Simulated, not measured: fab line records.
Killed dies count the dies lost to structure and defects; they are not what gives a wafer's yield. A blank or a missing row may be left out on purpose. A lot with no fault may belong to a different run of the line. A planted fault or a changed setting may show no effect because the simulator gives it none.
Matching of chambers    flow nand harc    4 sister chambers for NHARC_P_M1_DESCUM_14 on rie diel-13
The step chemistry O2, time 3 s. 8 wafers are shown with their chamber, then 7 later ones without.

WAFERS, EACH WITH ITS CHAMBER
wafer   chamber  drypump motor current A (A)  oes product au (a.u.)
L074.2  1        5.9                          0.986
L077.2  0        6.1                          1.000
L077.3  1        6.0                          0.989
L078.2  3        6.6                          1.003
L078.4  2        5.9                          1.009
L078.5  0        6.1                          0.994
L081.3  3        6.6                          0.994
L081.5  2        5.9                          1.000

WAFERS MISSING THEIR CHAMBER
wafer   drypump motor current A (A)  oes product au (a.u.)
L081.6  6.0                          1.000
L085.2  6.1                          0.990
L085.3  5.9                          0.998
L085.5  6.6                          1.003
L095.3  5.9                          1.004
L095.5  6.1                          0.981
L095.6  5.9                          0.997

WHICH CHAMBER EACH ONE RAN IN
wafer    from the rows above            in truth
L081.6   can't be placed: 1 or 0 or 2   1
L085.2   0                              0
L085.3   can't be placed: 2 or 1        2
L085.5   3                              3
L095.3   2                              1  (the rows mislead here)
L095.5   can't be placed: 0 or 1        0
L095.6   can't be placed: 2 or 1        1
Correct placement for 2 of the 7. Can't be placed from these rows: 4 (the true chamber is among the candidates in 4). Number placed wrongly: 1.
How it was worked out, from the rows above alone: a wafer's distance from a chamber is the root of the sum, over the readings, of the square of ((its reading less the chamber's mean) divided by the reading's scatter). If the next closest chamber is less than 2 further off than the closest, the wafer can't be placed; otherwise it belongs to the closest. Each chamber's mean is taken over the wafers shown for it. The scatter: take each reading less its chamber's mean, square it, sum over the shown wafers, divide by the number of wafers less the number of chambers, and take the root.
